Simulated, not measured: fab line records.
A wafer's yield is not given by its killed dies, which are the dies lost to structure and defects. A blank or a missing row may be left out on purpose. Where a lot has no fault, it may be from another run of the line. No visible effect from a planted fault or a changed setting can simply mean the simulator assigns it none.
A struck lot beside a sound one + flow nand harc + 14 steps out of a route of 1159
Sound: wafers L658.1, L658.2, L658.4. Struck: wafers L674.1, L674.5, L674.6. The cause is named last.
Each step with rows lists, per side, the tool, then ch with its chambers, then its first start. Under that, the readings that differ: sound wafers + struck wafers + difference of the means + sigmas: that difference in standard deviations of wafers without a fault.
alike: readings with means less than 2 such deviations apart, plus words and numbers identical on both sides. not compared: withheld readings, readings lacking a value on some wafer, bounds such as >300 that could conceal the same value, and numbers that have no deviation in the record and whose values overlap.
The two part at a step that has a row with sigmas, a row that says differs or no value, or rows on one side only. When numbers do not overlap yet have no deviation, they are printed without sigmas and do not part them. A reading that every wafer of one side lacks parts them only if that side has two wafers or more.

first, 7 steps without rows for these wafers: NHARC_P_STI_SRD_35; NHARC_P_STI_ETCH_36 (etches SiO2 in dHF, target depth 38.8 nm); NHARC_P_STI_STRIP_24 (strips Si3N4 in H3PO4); NHARC_P_STI_ETCH_37 (etches SiO2 in dHF, target depth 11 nm); NHARC_P_STI_PRECLEAN_38 (cleans in SC1); NHARC_P_STI_SRD_39; NHARC_P_STI_OXIDE_40 (material SiO2, target thk 10 nm, ox time 1362 s).
NHARC_P_STI_INSPECT_25:
  sound on defect inspect-02 at day 3 20:29; struck on defect inspect-01 at day 7 22:18
  alike: raw defect count
then, 3 steps without rows for these wafers: NHARC_P_GATE_ETCH_69 (etches SiO2 in dHF, target depth 14 nm); NHARC_P_GATE_PRECLEAN_70 (cleans in SC1); NHARC_P_GATE_SRD_01.
NHARC_P_GATE_OXIDE_02: material SiO2, target thk 37.5 nm, ox time 365 s.
  sound on furnace-07 ch 0, day 3 23:32; struck on furnace-02 ch 0, day 8 06:15
then, 1 step without rows for these wafers: NHARC_P_GATE_DEHYDRATE_03 (time 120 s).
-- break in the record here, with 15 days between the starts of the struck wafers on either side (left off in module P_GATE, picked up again in module END, where the first step shown is number 1159 on the route) --
NHARC_END_SORT_01:
  here the record holds rows for the struck wafers (prober-02 ch 0, day 23 12:10) but none for the sound ones

WHERE THEY PART
Only at NHARC_END_SORT_01, within this record.

WHY: what the simulator had put in
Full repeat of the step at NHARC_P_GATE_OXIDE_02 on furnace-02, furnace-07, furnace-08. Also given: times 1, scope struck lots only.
